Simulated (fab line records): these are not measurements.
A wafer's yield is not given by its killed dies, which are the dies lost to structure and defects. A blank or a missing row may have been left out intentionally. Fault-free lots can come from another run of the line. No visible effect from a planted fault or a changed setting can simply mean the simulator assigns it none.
fab line records	flow nandHarc
record: lots: 12	wafers: 36	lastDay: 32
route steps=1302 shown P_M1@308 P_M2@326 END@1302
lots untouched by any fault: they come from a run of this same line in which no faults occurred
startH: start of the lot's first displayed wafer, in hours after the record's first day	waitH: hours from the lot's prior step to this one	" same as the row above	L1.1+2: a row that stands for several wafers	- no value present, or no start provided	* or withheld: withheld	< > ~ a bound
route shown NAME@n: a module of which the file shows steps, and the number in the route of the first	usual: mean/standard deviation of fault-free wafers	same: alike in all rows	chamber/n: place in a boat	sites: readings site by site	_std_site: standard deviation across them	_edge_site: mean of outer sites minus mean of inner sites	radiusMm: how far each site lies from the wafer's centre	mask NAME#n: copy n	behind: the last tool/chamber to shape the wafer	hold: why the lot was held/for how many hours/how that ended	device: the n, p or np transistor that did not switch	end of line: tests of these same wafers at the route's end	a step with no rows: only its recipe	killed: not the wafer's yield, but the dies lost to structure and defects at the first sort	map: dies across one wafer; x = killed, . = not, _ = none there
set.NAME: the setting the step ran with; set.NAME@STEP: the setting that earlier step ran with	model.NAME: the simulator's own value behind a step, which no gauge read
a sample of lots followed through the steps of the route, with each step as a table and each wafer as a row
services: from which hour (startH, from the record's first day; less than 0 if before it) a tool's chamber was out of use, for how many hours, and why
== steps ==
step: NHARC_P_M1_PVD_21
recipe: targetThkA: 300	chamberPressurePa: 5	powerW: 5000	substrateTempC: 30	timeS: 20.49	material: Cu
usual: throttleValvePct: 29.9/0.89
lot.wafer	tool	chamber	startH	waitH	throttleValvePct
L120.2	pvdSputter-02	-	-	-	28.8
L120.1	"	-	"	"	29.6
L120.4	"	-	"	"	29.5
L122.1	pvdSputter-03	-	-	-	30.0
L122.2	"	-	"	"	30.5
L122.4	"	-	"	"	29.2
L121.1	pvdSputter-03	-	-	-	30.2
L121.2	"	-	"	"	30.7
L121.5	"	-	"	"	30.6
L124.4	pvdSputter-02	-	-	-	28.7
L124.2	"	-	"	"	31.5
L124.5	"	-	"	"	29.6
L125.4	pvdSputter-01	-	-	-	31.5
L125.1	"	-	"	"	31.0
L125.2	"	-	"	"	29.3
L128.4	pvdSputter-01	-	-	-	29.3
L128.6	"	-	"	"	30.9
L128.5	"	-	"	"	29.2
L131.3	pvdSputter-03	-	-	-	30.6
L131.2	"	-	"	"	30.4
L131.6	"	-	"	"	30.4
L137.3	pvdSputter-03	-	-	-	29.8
L137.2	"	-	"	"	30.3
L137.6	"	-	"	"	30.7
L138.3	pvdSputter-03	-	-	-	29.9
L138.2	"	-	"	"	30.6
L138.5	"	-	"	"	29.9
L139.3	pvdSputter-02	-	-	-	30.5
L139.2	"	-	"	"	28.8
L139.6	"	-	"	"	30.5
L140.1	pvdSputter-01	-	-	-	30.4
L140.4	"	-	"	"	28.9
L140.3	"	-	"	"	30.3
L141.2	pvdSputter-03	-	-	-	30.5
L141.4	"	-	"	"	30.3
L141.5	"	-	"	"	30.7
step: NHARC_P_M1_DEP_33
recipe: targetThkA: 300	tempC: 370	targetThkNm: 30	pressureTorr: 3	flowSccm: 200	rfW: 450	material: SiCN
usual: heaterPowerW: 569/85
lot.wafer	tool	chamber	startH	waitH	heaterPowerW
L120.1	pecvd-01	2	124.66	0.1	538
L120.2	"	1	"	"	594
L120.4	"	1	"	"	590
L122.1	pecvd-02	1	141.79	0.1	465
L122.2	"	0	"	"	651
L122.4	"	0	"	"	645
L121.1	pecvd-02	0	142.93	0.1	706
L121.2	"	2	"	"	630
L121.5	"	0	"	"	699
L124.2	pecvd-02	1	167.36	0.1	447
L124.5	"	0	"	"	729
L124.4	"	1	"	"	452
L125.2	pecvd-02	2	172.51	0.1	702
L125.1	"	1	"	"	402
L125.4	"	2	"	"	679
L128.5	pecvd-03	0	219.06	0.2	560
L128.4	"	1	"	"	707
L128.6	"	2	"	"	585
L131.2	pecvd-03	2	242.44	0.1	640
L131.3	"	0	"	"	561
L131.6	"	2	"	"	638
L137.2	pecvd-01	2	304.68	0.1	435
L137.3	"	2	"	"	455
L137.6	"	2	"	"	452
L138.2	pecvd-01	2	308.68	0.1	488
L138.3	"	2	"	"	486
L138.5	"	2	"	"	493
L139.2	pecvd-03	2	322.12	0.1	637
L139.3	"	0	"	"	505
L139.6	"	2	"	"	638
L140.1	pecvd-03	1	327.06	0.1	653
L140.3	"	2	"	"	508
L140.4	"	0	"	"	527
L141.2	pecvd-02	2	338.86	0.1	570
L141.4	"	1	"	"	395
L141.5	"	0	"	"	642
step: NHARC_P_M2_PEB_07
recipe: pebTempC: 100	pebTimeS: 65
usual: heaterPowerTotalW: 156.7/0.39	plateTempC: 100.00/0.13
lot.wafer	tool	chamber	startH	waitH	heaterPowerTotalW	plateTempC
L120.1	lithoTrack-04	0	125.70	0.1	156.4	99.86
L120.2	"	0	"	"	157.1	99.88
L120.4	"	0	"	"	156.8	99.86
L122.1	lithoTrack-04	0	142.95	0.1	156.6	99.98
L122.2	"	0	"	"	156.7	99.97
L122.4	"	0	"	"	156.9	99.92
L121.1	lithoTrack-01	0	143.95	0.1	156.7	100.02
L121.2	"	0	"	"	156.6	99.81
L121.5	"	0	"	"	156.2	100.02
L124.2	lithoTrack-04	0	168.48	0.1	157.2	99.98
L124.4	"	0	"	"	156.6	99.97
L124.5	"	0	"	"	157.1	99.87
L125.1	lithoTrack-01	0	173.56	0.1	156.4	99.97
L125.2	"	0	"	"	156.8	100.17
L125.4	"	0	"	"	157.0	100.15
L128.4	lithoTrack-04	0	220.10	0.0	174.7	108.36
L128.5	"	0	"	"	174.8	108.20
L128.6	"	0	"	"	174.3	108.14
L131.2	lithoTrack-04	0	243.61	0.1	174.6	108.10
L131.3	"	0	"	"	174.5	108.26
L131.6	"	0	"	"	174.2	108.14
L137.2	lithoTrack-01	0	305.92	0.1	157.2	100.03
L137.3	"	0	"	"	156.1	99.83
L137.6	"	0	"	"	157.2	99.99
L138.2	lithoTrack-04	0	309.85	0.1	156.9	99.96
L138.3	"	0	"	"	156.6	100.30
L138.5	"	0	"	"	157.1	100.24
L139.2	lithoTrack-06	0	323.22	0.1	156.8	100.00
L139.3	"	0	"	"	157.1	100.12
L139.6	"	0	"	"	156.4	100.15
L140.1	lithoTrack-01	0	328.23	0.1	156.4	100.05
L140.3	"	0	"	"	156.9	100.14
L140.4	"	0	"	"	156.5	100.08
L141.2	lithoTrack-06	0	339.98	0.1	157.2	99.75
L141.4	"	0	"	"	155.9	99.66
L141.5	"	0	"	"	157.1	99.78
step: NHARC_P_M2_CD_MEAS_09
recipe: targetCdNm: 170	landingEnergyEv: 500
usual: cdNm: 169.7/0.64
lot.wafer	tool	chamber	startH	waitH	cdNm
L120.1	cdSem-01	0	125.78	-	169.9
L120.2	"	0	"	"	169.7
L120.4	"	0	"	"	170.8
L122.1	cdSem-03	0	143.03	-	168.8
L122.2	"	0	"	"	169.6
L122.4	"	0	"	"	169.7
L121.1	cdSem-03	0	144.03	-	170.0
L121.2	"	0	"	"	169.6
L121.5	"	0	"	"	170.3
L124.2	cdSem-01	0	168.56	-	170.2
L124.4	"	0	"	"	170.8
L124.5	"	0	"	"	170.5
L125.1	cdSem-02	0	173.64	-	168.4
L125.2	"	0	"	"	169.4
L125.4	"	0	"	"	168.8
L128.4	cdSem-03	0	220.19	-	193.4
L128.5	"	0	"	"	192.8
L128.6	"	0	"	"	191.9
L131.2	cdSem-01	0	243.69	-	193.4
L131.3	"	0	"	"	193.7
L131.6	"	0	"	"	193.0
L137.2	cdSem-03	0	306.00	-	169.4
L137.3	"	0	"	"	169.5
L137.6	"	0	"	"	169.3
L138.2	cdSem-03	0	309.93	-	169.8
L138.3	"	0	"	"	169.6
L138.5	"	0	"	"	170.1
L139.2	cdSem-02	0	323.30	-	170.0
L139.3	"	0	"	"	168.8
L139.6	"	0	"	"	170.2
L140.1	cdSem-01	0	328.31	-	167.9
L140.3	"	0	"	"	168.4
L140.4	"	0	"	"	168.7
L141.2	cdSem-02	0	340.07	-	170.1
L141.4	"	0	"	"	170.4
L141.5	"	0	"	"	169.4
step: NHARC_P_M2_ETCH_15
recipe: targetDepthA: 1825	timeS: 91.2	c4f8FlowSccm: withheld	arFlowSccm: 400	rfW: 600	biasW: 300	chemistry: C4F8/Ar
usual: oesProductAu: 0.950/0.025	rfVppV: 441.5/2.7
lot.wafer	tool	chamber	startH	waitH	oesProductAu	rfHoursCounterH	rfVppV
L120.2	rieDiel-08	3	-	-	0.910	5.6	441.7
L120.4	"	1	"	"	0.916	4.9	442.6
L120.1	"	2	"	"	0.914	5.6	443.9
L122.2	rieDiel-08	1	-	-	0.922	5.4	439.7
L122.1	"	3	"	"	0.913	5.9	441.5
L122.4	"	0	"	"	0.918	5.3	438.2
L121.2	rieDiel-10	2	-	-	0.926	2.7	444.7
L121.1	"	0	"	"	0.929	5.2	440.1
L121.5	"	1	"	"	0.918	-	438.2
L124.2	rieDiel-08	3	-	-	0.904	6.7	441.8
L124.4	"	0	"	"	0.923	7.2	439.1
L124.5	"	2	"	"	0.917	-	443.7
L125.2	rieDiel-09	0	-	-	0.975	1.3	437.0
L125.4	"	1	"	"	0.995	1.5	440.0
L125.1	"	3	"	"	0.971	1.4	443.4
L128.4	rieDiel-08	3	-	-	0.972	1.2	442.0
L128.6	"	0	"	"	0.980	-	439.6
L128.5	"	1	"	"	0.951	-	441.7
L131.3	rieDiel-09	2	-	-	0.973	4.0	443.9
L131.2	"	3	"	"	0.979	4.0	442.1
L131.6	"	0	"	"	0.980	-	438.7
L137.3	rieDiel-09	1	-	-	0.970	8.2	439.0
L137.2	"	2	"	"	0.983	8.2	444.2
L137.6	"	0	"	"	0.959	-	438.2
L138.2	rieDiel-08	0	-	-	0.935	3.7	439.2
L138.3	"	1	"	"	0.932	3.9	440.6
L138.5	"	2	"	"	0.920	-	443.4
L139.3	rieDiel-10	3	-	-	0.924	5.3	445.1
L139.2	"	1	"	"	0.914	4.0	437.9
L139.6	"	3	"	"	0.923	-	442.9
L140.3	rieDiel-08	3	-	-	0.918	6.3	441.4
L140.1	"	0	"	"	0.919	4.9	439.6
L140.4	"	2	"	"	0.932	6.6	445.2
L141.4	rieDiel-09	0	-	-	0.943	0.3	436.9
L141.2	"	1	"	"	0.986	0.1	439.1
L141.5	"	2	"	"	0.974	-	445.6
step: NHARC_END_SORT_01
recipe: tempC: 25
usual: defectLimitedYield: 91.3/2.2	killedAtArray: 55/15	killedAtOther: 1.0/1.2	killedAtPeriphery: 3.4/2.2	killedDies: 59/15	killedOpen: 3.2/2	killedShort: 2.5/1.7
same: grossDies: 677
lot.wafer	tool	chamber	startH	waitH	defectLimitedYield[%]	killedAtArray	killedAtOther	killedAtPeriphery	killedDies	killedOpen	killedShort
L120.1	prober-02	0	564.62	2.5	90.3	62	1	3	66	4	0
L120.2	prober-02	0	565.43	2.8	94.8	33	1	1	35	2	2
L120.4	prober-02	0	567.05	3.4	94.4	33	1	4	38	6	4
L121.1	prober-01	0	570.42	2.5	89.2	68	3	2	73	4	2
L121.2	prober-01	0	571.22	2.8	89.2	71	2	0	73	4	2
L121.5	prober-01	0	573.59	3.7	89.8	62	2	5	69	3	2
L122.1	prober-02	0	572.51	2.5	92.5	47	3	1	51	2	4
L122.2	prober-02	0	573.29	2.8	92.9	47	0	1	48	2	0
L122.4	prober-02	0	574.85	3.4	91.7	51	3	2	56	1	1
L125.1	prober-01	0	599.34	2.5	86.9	87	0	2	89	6	2
L125.2	prober-01	0	600.15	2.8	91.9	52	0	3	55	3	3
L125.4	prober-01	0	601.77	3.4	91.1	59	0	1	60	1	1
L124.2	prober-02	0	600.13	2.8	91.7	53	0	3	56	1	2
L124.4	prober-02	0	601.68	3.3	91.4	57	0	1	58	2	2
L124.5	prober-02	0	602.46	3.6	92.9	43	1	4	48	1	1
L128.4	prober-01	0	656.87	3.4	87.3	84	0	2	86	3	4
L128.5	prober-01	0	657.67	3.7	89.7	69	0	1	70	4	3
L128.6	prober-01	0	658.46	4.0	88.5	75	1	2	78	4	2
L131.2	prober-02	0	678.39	2.8	87.1	81	0	6	87	1	3
L131.3	prober-02	0	679.18	3.1	88.8	70	1	5	76	0	5
L131.6	prober-02	0	681.55	3.9	85.5	93	2	3	98	4	2
L137.2	prober-01	0	719.91	2.8	92.2	46	0	7	53	2	1
L137.3	prober-01	0	720.72	3.1	91.0	52	0	9	61	3	4
L137.6	prober-01	0	723.16	4.1	92.8	41	0	8	49	4	3
L138.2	prober-01	0	739.08	2.8	90.5	63	0	1	64	5	5
L138.3	prober-01	0	739.88	3.1	91.6	51	1	5	57	1	6
L138.5	prober-01	0	741.48	3.7	91.3	54	1	4	59	0	2
L140.1	prober-02	0	746.17	2.5	89.8	63	2	4	69	7	2
L140.3	prober-02	0	747.79	3.1	87.3	83	1	2	86	2	4
L140.4	prober-02	0	748.59	3.4	91.1	58	0	2	60	5	1
L139.2	prober-01	0	746.85	2.7	90.8	58	3	1	62	2	0
L139.3	prober-01	0	747.66	3.1	89.1	69	2	3	74	1	1
L139.6	prober-01	0	750.09	4.1	91.7	51	2	3	56	1	1
L141.2	prober-01	0	773.52	2.8	91.0	56	1	4	61	0	5
L141.4	prober-01	0	775.10	3.4	88.3	69	4	6	79	4	3
L141.5	prober-01	0	775.89	3.7	90.0	61	2	5	68	5	3
killed by level:class
L120.1 A_CHANNEL_HOLE_D2:chamberFilmFlake=30 A_CHANNEL_HOLE_D1:chamberFilmFlake=20 A_CONTACT:chamberFilmFlake=5 A_CHANNEL_HOLE_D1:unspecified=2 A_STAIRCASE:chamberFilmFlake=2 P_STI:geometricParticle:open=1 P_CONTACT:geometricParticle:open=1 A_ONON_D1:geometricParticle:open=1
L120.2 A_CHANNEL_HOLE_D1:chamberFilmFlake=14 A_CHANNEL_HOLE_D2:chamberFilmFlake=8 A_WL_FILL:chamberFilmFlake=3 A_SLIT:chamberFilmFlake=2 A_CHANNEL_FILL_D1:geometricParticle:short=1 A_ONON_D2:geometricParticle:short=1 A_CONTACT:geometricParticle:open=1 A_M1:geometricParticle:open=1
L120.4 A_CHANNEL_HOLE_D2:chamberFilmFlake=15 A_CHANNEL_HOLE_D1:chamberFilmFlake=6 A_CHANNEL_FILL_D1:geometricParticle:short=3 P_CONTACT:geometricParticle:open=2 A_STAIRCASE:chamberFilmFlake=2 P_ZERO_WELL:geometricParticle:short=1 A_ONON_D1:geometricParticle:open=1 A_CHANNEL_HOLE_D1:geometricParticle:open=1
L121.1 A_CHANNEL_HOLE_D2:chamberFilmFlake=33 A_CHANNEL_HOLE_D1:chamberFilmFlake=18 A_CONTACT:chamberFilmFlake=4 THIN_TSV:chamberFilmFlake=3 A_M0:geometricParticle:open=2 A_STAIRCASE:chamberFilmFlake=2 A_SGD_CUT:chamberFilmFlake=2 A_ONON_D1:geometricParticle:open=1
L121.2 A_CHANNEL_HOLE_D1:chamberFilmFlake=36 A_CHANNEL_HOLE_D2:chamberFilmFlake=13 A_CONTACT:chamberFilmFlake=6 A_STAIRCASE:chamberFilmFlake=5 A_BONDPAD:chamberFilmFlake=3 A_ONON_D1:geometricParticle:open=2 THIN_TSV:chamberFilmFlake=2 A_ONON_D2:geometricParticle:short=1
L122.1 A_SLIT:chamberFilmFlake=24 A_CHANNEL_HOLE_D2:chamberFilmFlake=6 A_CONTACT:chamberFilmFlake=4 THIN_TSV:chamberFilmFlake=3 A_DECK1_JOINT:chamberFilmFlake=2 A_STAIRCASE:chamberFilmFlake=2 P_M0:geometricParticle:open=1 A_ONON_D2:geometricParticle:short=1
L122.2 A_SLIT:chamberFilmFlake=18 A_CHANNEL_HOLE_D2:chamberFilmFlake=7 A_CONTACT:chamberFilmFlake=5 A_CHANNEL_HOLE_D1:chamberFilmFlake=4 A_STAIRCASE:chamberFilmFlake=4 A_CONTACT:unspecified=4 A_DECK1_JOINT:chamberFilmFlake=2 A_DECK1_JOINT:geometricParticle:open=1
L121.5 A_CHANNEL_HOLE_D2:chamberFilmFlake=35 A_CHANNEL_HOLE_D1:chamberFilmFlake=15 A_CONTACT:chamberFilmFlake=3 A_BONDPAD:chamberFilmFlake=3 P_CONTACT:geometricParticle:open=2 P_ZERO_WELL:chamberFilmFlake=2 THIN_TSV:chamberFilmFlake=2 P_GATE:geometricParticle:open=1
L122.4 A_SLIT:chamberFilmFlake=26 A_CHANNEL_HOLE_D2:chamberFilmFlake=10 A_CONTACT:chamberFilmFlake=5 THIN_TSV:chamberFilmFlake=3 A_STAIRCASE:chamberFilmFlake=2 A_WL_FILL:chamberFilmFlake=2 A_CHANNEL_FILL_D2:geometricParticle:open=1 A_SGD_CUT:geometricParticle:short=1
L125.1 A_CHANNEL_HOLE_D2:chamberFilmFlake=37 A_SLIT:chamberFilmFlake=34 A_CONTACT:chamberFilmFlake=6 A_CHANNEL_FILL_D1:geometricParticle:open=4 A_CHANNEL_HOLE_D1:chamberFilmFlake=3 P_CONTACT:geometricParticle:short=1 P_ZERO_WELL:chamberFilmFlake=1 A_SOURCE_PLATE:geometricParticle:open=1
L124.2 A_SLIT:chamberFilmFlake=30 A_CONTACT:chamberFilmFlake=9 A_CHANNEL_HOLE_D2:chamberFilmFlake=5 A_CHANNEL_HOLE_D1:chamberFilmFlake=4 A_STAIRCASE:chamberFilmFlake=3 P_STI:chamberFilmFlake=2 P_M0:geometricParticle:short=1 A_WL_FILL:geometricParticle:short=1
L125.2 A_SLIT:chamberFilmFlake=27 A_CHANNEL_HOLE_D2:chamberFilmFlake=11 A_CHANNEL_HOLE_D1:chamberFilmFlake=4 A_CONTACT:chamberFilmFlake=4 A_ONON_D2:geometricParticle:short=2 A_STAIRCASE:chamberFilmFlake=2 P_M0:geometricParticle:open=1 P_M1:geometricParticle:open=1
L124.4 A_SLIT:chamberFilmFlake=31 A_CHANNEL_HOLE_D2:chamberFilmFlake=9 A_CONTACT:chamberFilmFlake=8 A_DECK1_JOINT:chamberFilmFlake=2 A_STAIRCASE:chamberFilmFlake=2 A_DECK1_JOINT:geometricParticle:short=1 A_WL_FILL:geometricParticle:short=1 A_CONTACT:geometricParticle:open=1
L125.4 A_SLIT:chamberFilmFlake=30 A_CHANNEL_HOLE_D2:chamberFilmFlake=16 A_CHANNEL_HOLE_D1:chamberFilmFlake=4 A_CONTACT:chamberFilmFlake=4 A_DECK1_JOINT:chamberFilmFlake=2 A_CHANNEL_FILL_D1:geometricParticle:short=1 A_BLC:geometricParticle:open=1 P_BONDPAD:chamberFilmFlake=1
L124.5 A_SLIT:chamberFilmFlake=29 A_CHANNEL_HOLE_D2:chamberFilmFlake=7 P_STI:chamberFilmFlake=3 A_CONTACT:chamberFilmFlake=3 A_CHANNEL_HOLE_D1:chamberFilmFlake=2 P_M0:geometricParticle:short=1 A_CHANNEL_FILL_D1:geometricParticle:open=1 A_STAIRCASE:chamberFilmFlake=1
L128.4 A_CHANNEL_HOLE_D1:chamberFilmFlake=33 A_SLIT:chamberFilmFlake=30 A_CHANNEL_HOLE_D2:chamberFilmFlake=12 A_CHANNEL_HOLE_D2:geometricParticle:short=2 A_STAIRCASE:chamberFilmFlake=2 P_M0:geometricParticle:short=1 P_M1:geometricParticle:open=1 A_CHANNEL_FILL_D1:geometricParticle:open=1
L128.5 A_SLIT:chamberFilmFlake=32 A_CHANNEL_HOLE_D1:chamberFilmFlake=13 A_CHANNEL_HOLE_D2:chamberFilmFlake=11 A_DECK1_JOINT:chamberFilmFlake=2 A_WL_FILL:chamberFilmFlake=2 A_ONON_D1:geometricParticle:short=1 A_ONON_D1:geometricParticle:open=1 A_CHANNEL_FILL_D1:geometricParticle:short=1
L128.6 A_CHANNEL_HOLE_D1:chamberFilmFlake=32 A_SLIT:chamberFilmFlake=28 A_CHANNEL_HOLE_D2:chamberFilmFlake=5 A_STAIRCASE:chamberFilmFlake=2 A_CONTACT:chamberFilmFlake=2 P_GATE:geometricParticle:open=1 A_CHANNEL_FILL_D1:geometricParticle:short=1 A_DECK1_JOINT:geometricParticle:open=1
L131.2 A_SLIT:chamberFilmFlake=37 A_CHANNEL_HOLE_D1:chamberFilmFlake=34 P_GATE:chamberFilmFlake=6 A_STAIRCASE:chamberFilmFlake=5 A_CHANNEL_FILL_D1:geometricParticle:short=1 A_DECK1_JOINT:geometricParticle:short=1 A_CHANNEL_HOLE_D2:geometricParticle:short=1 A_BLC:geometricParticle:open=1
L131.3 A_SLIT:chamberFilmFlake=37 A_CHANNEL_HOLE_D1:chamberFilmFlake=19 A_STAIRCASE:chamberFilmFlake=7 P_GATE:chamberFilmFlake=4 A_WL_FILL:geometricParticle:short=3 A_CONTACT:chamberFilmFlake=3 P_CONTACT:geometricParticle:short=1 STARTING-WAFER:geometricParticle:short=1
L131.6 A_CHANNEL_HOLE_D1:chamberFilmFlake=39 A_SLIT:chamberFilmFlake=31 A_STAIRCASE:chamberFilmFlake=11 A_CONTACT:chamberFilmFlake=3 A_WL_FILL:geometricParticle:short=2 P_GATE:chamberFilmFlake=2 THIN_TSV:chamberFilmFlake=2 P_GATE:geometricParticle:open=1
L137.2 A_CHANNEL_HOLE_D1:chamberFilmFlake=30 A_CONTACT:chamberFilmFlake=8 P_CONTACT:chamberFilmFlake=7 A_WL_FILL:chamberFilmFlake=3 A_ONON_D1:geometricParticle:open=1 A_DECK1_JOINT:geometricParticle:open=1 A_CHANNEL_FILL_D2:geometricParticle:short=1 A_CHANNEL_FILL_D2:chamberFilmFlake=1
L137.3 A_CHANNEL_HOLE_D1:chamberFilmFlake=36 P_CONTACT:chamberFilmFlake=5 A_WL_FILL:chamberFilmFlake=3 A_CONTACT:chamberFilmFlake=3 P_CONTACT:geometricParticle:open=2 A_CHANNEL_FILL_D1:chamberFilmFlake=2 A_CHANNEL_FILL_D2:chamberFilmFlake=2 P_GATE:geometricParticle:short=1
L137.6 A_CHANNEL_HOLE_D1:chamberFilmFlake=29 P_CONTACT:chamberFilmFlake=6 A_WL_FILL:chamberFilmFlake=4 A_SLIT:chamberFilmFlake=2 P_GATE:geometricParticle:open=1 P_M1:geometricParticle:short=1 A_ONON_D1:geometricParticle:open=1 A_ONON_D1:geometricParticle:short=1
L138.2 A_CHANNEL_HOLE_D2:chamberFilmFlake=20 A_CONTACT:chamberFilmFlake=12 A_CHANNEL_HOLE_D1:chamberFilmFlake=10 A_SLIT:chamberFilmFlake=8 A_CHANNEL_FILL_D1:chamberFilmFlake=3 A_M0:geometricParticle:open=2 P_M0:geometricParticle:open=1 A_ONON_D1:geometricParticle:short=1
L138.3 A_CHANNEL_HOLE_D2:chamberFilmFlake=18 A_CHANNEL_HOLE_D1:chamberFilmFlake=12 A_CONTACT:chamberFilmFlake=7 P_M1:chamberFilmFlake=3 A_SLIT:chamberFilmFlake=3 A_WL_FILL:chamberFilmFlake=3 A_M1:geometricParticle:short=2 A_STAIRCASE:chamberFilmFlake=2
L138.5 A_CHANNEL_HOLE_D2:chamberFilmFlake=24 A_CHANNEL_HOLE_D1:chamberFilmFlake=14 A_CONTACT:chamberFilmFlake=9 A_SLIT:chamberFilmFlake=4 P_M1:chamberFilmFlake=2 A_WL_FILL:chamberFilmFlake=2 P_STI:geometricParticle:short=1 STARTING-WAFER:geometricParticle:short=1
L140.1 A_SLIT:chamberFilmFlake=34 A_CHANNEL_HOLE_D1:chamberFilmFlake=15 A_CONTACT:chamberFilmFlake=6 A_CHANNEL_FILL_D2:geometricParticle:open=2 THIN_TSV:chamberFilmFlake=2 P_CONTACT:geometricParticle:open=1 P_M0:geometricParticle:open=1 P_M1:geometricParticle:open=1
L139.2 A_CHANNEL_HOLE_D2:chamberFilmFlake=26 A_CHANNEL_HOLE_D1:chamberFilmFlake=10 A_CONTACT:chamberFilmFlake=6 A_SLIT:chamberFilmFlake=5 A_M1:chamberFilmFlake=4 THIN_TSV:chamberFilmFlake=3 A_CHANNEL_FILL_D1:chamberFilmFlake=2 A_SGD_CUT:chamberFilmFlake=2
L139.3 A_CHANNEL_HOLE_D2:chamberFilmFlake=31 A_CHANNEL_HOLE_D1:chamberFilmFlake=17 A_SGD_CUT:chamberFilmFlake=7 A_SLIT:chamberFilmFlake=6 A_CONTACT:chamberFilmFlake=3 P_ZERO_WELL:chamberFilmFlake=2 THIN_TSV:chamberFilmFlake=2 A_CHANNEL_FILL_D2:geometricParticle:short=1
L140.3 A_SLIT:chamberFilmFlake=37 A_CHANNEL_HOLE_D1:chamberFilmFlake=33 A_CONTACT:chamberFilmFlake=5 A_WL_FILL:geometricParticle:short=2 P_CONTACT:geometricParticle:open=1 A_ONON_D1:geometricParticle:short=1 A_DECK1_JOINT:geometricParticle:short=1 A_WL_FILL:geometricParticle:open=1
L140.4 A_SLIT:chamberFilmFlake=29 A_CHANNEL_HOLE_D1:chamberFilmFlake=14 A_CONTACT:chamberFilmFlake=6 A_BLC:geometricParticle:open=2 A_DECK1_JOINT:chamberFilmFlake=2 P_M0:geometricParticle:open=1 A_CHANNEL_HOLE_D2:geometricParticle:open=1 A_CHANNEL_FILL_D2:geometricParticle:open=1
L139.6 A_CHANNEL_HOLE_D2:chamberFilmFlake=24 A_CHANNEL_HOLE_D1:chamberFilmFlake=8 A_CONTACT:chamberFilmFlake=5 A_SLIT:chamberFilmFlake=4 P_ZERO_WELL:chamberFilmFlake=3 A_M1:chamberFilmFlake=3 A_SGD_CUT:chamberFilmFlake=2 A_WL_FILL:chamberFilmFlake=2
L141.2 A_SLIT:chamberFilmFlake=27 A_CHANNEL_HOLE_D1:chamberFilmFlake=15 A_CONTACT:chamberFilmFlake=6 P_M2:chamberFilmFlake=2 P_M0:geometricParticle:short=1 A_ONON_D1:geometricParticle:short=1 A_CHANNEL_HOLE_D2:geometricParticle:short=1 A_SGD_CUT:geometricParticle:short=1
L141.4 A_SLIT:chamberFilmFlake=36 A_CHANNEL_HOLE_D1:chamberFilmFlake=21 THIN_TSV:chamberFilmFlake=4 A_CONTACT:chamberFilmFlake=4 P_GATE:chamberFilmFlake=2 P_M2:chamberFilmFlake=2 P_GATE:geometricParticle:open=1 P_M0:geometricParticle:open=1
L141.5 A_SLIT:chamberFilmFlake=30 A_CHANNEL_HOLE_D1:chamberFilmFlake=20 P_M2:chamberFilmFlake=4 A_CONTACT:chamberFilmFlake=3 THIN_TSV:chamberFilmFlake=2 A_CHANNEL_HOLE_D1:geometricParticle:open=1 P_M0:geometricParticle:open=1 A_SOURCE_PLATE:geometricParticle:open=1
== services ==
tool	chamber	startH	hours	kind
pvdSputter-02	-	104.01	10.0	pm
pecvd-01	-	130.36	13.0	pm
rieDiel-09	-	143.10	9.0	pm
rieDiel-08	3	144.36	9.3	repair
pvdSputter-03	-	149.18	7.5	repair
rieDiel-08	2	149.44	7.8	repair
pecvd-02	-	152.93	0.6	repair
lithoTrack-01	-	155.00	7.0	pm
rieDiel-08	1	158.60	9.4	repair
pvdSputter-03	-	170.03	10.0	pm
pecvd-03	-	185.38	13.0	pm
rieDiel-08	-	190.80	9.0	pm
lithoTrack-04	-	203.00	7.0	pm
pvdSputter-03	-	203.42	1.3	repair
pecvd-02	-	227.45	13.0	pm
rieDiel-09	-	230.52	0.2	repair
pvdSputter-03	-	250.75	5.1	repair
pvdSputter-01	-	256.83	0.7	repair
pvdSputter-02	-	282.01	10.0	pm
pvdSputter-01	-	284.48	3.6	repair
pecvd-01	0	294.03	15.4	repair
pvdSputter-03	-	314.35	4.1	repair
rieDiel-09	-	320.10	9.0	pm
lithoTrack-01	-	330.00	7.0	pm
== key ==
firstSign: step: NHARC_P_M2_PEB_07	reading: plateTempC	direction: up	sigmas: 62	usual: *	struck: *
effect: step: NHARC_P_M2_PEB_07	reading: heaterPowerTotalW	direction: up	sigmas: 45	usual: *	struck: *
effect: step: NHARC_P_M2_CD_MEAS_09	reading: cdNm	direction: up	sigmas: 37	usual: 169.7	struck: 193.0
metAt NHARC_P_M2_PEB_07
struckLots L128,L131
notActingAt NHARC_P_M1_PVD_21,NHARC_P_M1_DEP_33,NHARC_P_M2_ETCH_15
onsetBetween 168.48 220.10
fault: kind: processParameterDrift	tool: lithoTrack-04	chamber: -	onsetH: 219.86	steps: NHARC_P_M2_PEB_07	channel: pebTempC	offset: *	shape: step	endH: 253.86	actsIn: *	stated: *
